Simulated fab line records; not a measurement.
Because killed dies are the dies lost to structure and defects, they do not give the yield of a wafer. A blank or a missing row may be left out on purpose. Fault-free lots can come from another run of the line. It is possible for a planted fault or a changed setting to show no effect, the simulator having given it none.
Chamber matching    flow n5_finfet    N5_PASSIVATION_PECVD_00 on pecvd-01: 3 sister chambers
The step deposits SiO2 from SiH4/N2O, target thk 200 nm, time 11.2 s. 6 wafers are shown with their chamber, then 7 later ones without.

## WAFERS, EACH WITH ITS CHAMBER
wafer   chamber  showerhead_plenum_p_Torr (Torr)  throttle_valve_pct (%)
L084.3  0        8.39                             51.5
L084.5  2        7.88                             47.3
L088.2  2        7.87                             47.6
L088.6  0        8.37                             51.7
L087.1  1        7.99                             49.8
L087.4  1        7.99                             50.3

## WAFERS WHOSE CHAMBER IS MISSING
wafer   showerhead_plenum_p_Torr (Torr)  throttle_valve_pct (%)
L087.5  7.86                             47.6
L090.3  7.98                             49.9
L090.5  7.96                             50.0
L090.6  7.88                             47.5
L092.3  7.85                             47.3
L092.4  8.38                             51.6
L092.5  7.85                             47.5

## WHICH CHAMBER EACH WENT THROUGH
wafer   from the rows above  in truth
L087.5  2                    2
L090.3  1                    1
L090.5  1                    1
L090.6  2                    2
L092.3  2                    2
L092.4  0                    0
L092.5  2                    2
Correctly placed: 7 of 7. Left unplaced by these rows: 0. Wrongly placed: 0.
How it was worked out, from the rows above alone: a wafer's distance from a chamber is the root of the sum, over the readings, of the square of ((its reading less the chamber's mean) divided by the reading's scatter). If the next closest chamber is less than 2 further off than the closest, the wafer can't be placed; otherwise it belongs to the closest. For every chamber, the mean is computed from those of its wafers that are shown. The scatter: take each reading less its chamber's mean, square it, sum over the shown wafers, divide by the number of wafers less the number of chambers, and take the root.
